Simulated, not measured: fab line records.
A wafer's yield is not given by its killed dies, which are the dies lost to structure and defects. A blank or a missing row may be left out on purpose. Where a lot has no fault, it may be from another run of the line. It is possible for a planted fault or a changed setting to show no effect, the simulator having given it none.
Lot-split experiment	flow n5-finfet	39 wafers read across 7 lots, on a route 1938 steps long

== ON THE SPLIT ==
At N5_HKMG_FIN_HK_ALD_01 (deposits HfO2, target thk 1.6 nm, pulse time 3 s, purge time 3 s), the setting ald-cycles was moved away from the recipe's 30 on 9 of the 39 wafers read, by -13.3% to +13.3%. This setting was run at the recipe's value on the other wafers.

== FROM THE SPLIT TO THE READING: what the file shows between them, 4 steps ==
- N5_HKMG_FIN_HK_ANNEAL_02: time 30 s
- N5_HKMG_FIN_ALD_74: deposits La2O3, target thk 0.5 nm, pulse time 6 s, co reactant pulse time 1 s
- N5_HKMG_FIN_WET_ETCH_82: etches La2O3 in dHCl, stops on HfO2, target depth 2 nm, rinse time 30 s
- N5_HKMG_FIN_ALD_36: deposits TiN, target thk 1 nm, pulse time 1 s, purge time 3 s

== THE READING ==
HK_THK, in nm, at N5_HKMG_FIN_THK_MEAS_70 (measures by xrf). A value of 1.593 nm with a standard deviation of 0.022 nm is what fault-free wafers of this fab line usually give.

wafer	tool, chamber at the split	ald-cycles as run	against the recipe	HK_THK, nm	against lot-mates on the recipe
L075.1	ald-hk-01, 2,0,1	30	recipe	1.606	-
L075.2	ald-hk-01, 0,1,3	34	+13.3%	1.840	+0.232
L075.3	ald-hk-01, 0,1,3	34	+13.3%	1.828	+0.220
L075.4	ald-hk-01, 0,1,3	34	+13.3%	1.841	+0.233
L075.5	ald-hk-01, 2,0,1	30	recipe	1.610	-
L075.6	ald-hk-01, 2,0,1	30	recipe	1.608	-
L080.1	ald-hk-02, 3,2,2	30	recipe	1.611	-
L080.2	ald-hk-02, 3,2,2	30	recipe	1.571	-
L080.6	ald-hk-02, 3,2,2	30	recipe	1.605	-
L084.1	ald-hk-03, 2,3,0,1,3,2	30	recipe	1.622	-
L084.2	ald-hk-03, 2,3,0,1,3,2	30	recipe	1.597	-
L084.3	ald-hk-03, 2,3,0,1,3,2	30	recipe	1.598	-
L084.4	ald-hk-03, 2,3,0,1,3,2	30	recipe	1.599	-
L084.5	ald-hk-03, 2,3,0,1,3,2	30	recipe	1.592	-
L084.6	ald-hk-03, 2,3,0,1,3,2	30	recipe	1.596	-
L086.1	ald-hk-01, 2,0,3,1,1,2	30	recipe	1.592	-
L086.2	ald-hk-01, 2,0,3,1,1,2	30	recipe	1.599	-
L086.3	ald-hk-01, 2,0,3,1,1,2	30	recipe	1.610	-
L086.4	ald-hk-01, 2,0,3,1,1,2	30	recipe	1.593	-
L086.5	ald-hk-01, 2,0,3,1,1,2	30	recipe	1.593	-
L086.6	ald-hk-01, 2,0,3,1,1,2	30	recipe	1.600	-
L092.1	ald-hk-03, 0,1,0	34	+13.3%	1.815	+0.225
L092.2	ald-hk-03, 2,3,1	30	recipe	1.586	-
L092.3	ald-hk-03, 0,1,0	34	+13.3%	1.801	+0.211
L092.4	ald-hk-03, 2,3,1	30	recipe	1.598	-
L092.5	ald-hk-03, 0,1,0	34	+13.3%	1.803	+0.213
L092.6	ald-hk-03, 2,3,1	30	recipe	1.585	-
L093.1	ald-hk-01, 1,0,2,3,2,1	30	recipe	1.578	-
L093.2	ald-hk-01, 1,0,2,3,2,1	30	recipe	1.583	-
L093.3	ald-hk-01, 1,0,2,3,2,1	30	recipe	1.590	-
L093.4	ald-hk-01, 1,0,2,3,2,1	30	recipe	1.532	-
L093.5	ald-hk-01, 1,0,2,3,2,1	30	recipe	1.562	-
L093.6	ald-hk-01, 1,0,2,3,2,1	30	recipe	1.591	-
L094.1	ald-hk-01, 1,3,0	26	-13.3%	1.351	-0.209
L094.2	ald-hk-01, 2,2,1	30	recipe	1.581	-
L094.3	ald-hk-01, 1,3,0	26	-13.3%	1.389	-0.171
L094.4	ald-hk-01, 1,3,0	26	-13.3%	1.376	-0.184
L094.5	ald-hk-01, 2,2,1	30	recipe	1.568	-
L094.6	ald-hk-01, 2,2,1	30	recipe	1.530	-
The file does not say which wafer passed through which chamber wherever a row lists several chambers: such a row stands for several wafers.

FIT RESULTS
A straight line over all 39 wafers: HK_THK changes by +0.017 nm for each +1% of ald-cycles; r = +0.98; the points scatter about the line by 0.02 nm.
The same after taking each lot's own level away (the mean of its wafers on the recipe; 39 wafers): +0.0157 nm for each +1%; r = +0.99; scatter 0.015 nm.
On that fit, the largest move of ald-cycles shifts the reading by 0.21 nm.
The span of the lots' own levels, 1.5597 to 1.6080 nm, comes to 2.2 times the standard deviation stated above.
The two slopes are in agreement: the lot-to-lot level therefore moves the slope only a little.
Check: for one of the wafers moved furthest among these (+13.3%), held out of the fit, the line's prediction against its lot-mates is +0.211 nm. It came out at +0.232 nm against them.

== ADDITIONAL SPLITS CARRIED BY THESE WAFERS ==
Other splits were also applied to these wafers ahead of the reading. Each is held against what the fit with the lots' levels taken away leaves over:
other split on the same wafers	wafers away from the commonest value	r with HK_THK (lot level and that fit taken away)
N5_FIN_CUT_CUT_ETCH_15 time-s	15	-0.05
N5_DUMMY_GATE_ETCH_37 source-w	18	+0.01
N5_DUMMY_GATE_ETCH_32 time-s	9	-0.01
N5_SD_EPI_N_EPI_21 pressure-torr	33	-0.05

== FILE'S OWN FIT ==
HK_THK changes by +0.0158 nm for each +1% of ald-cycles, r = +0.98.
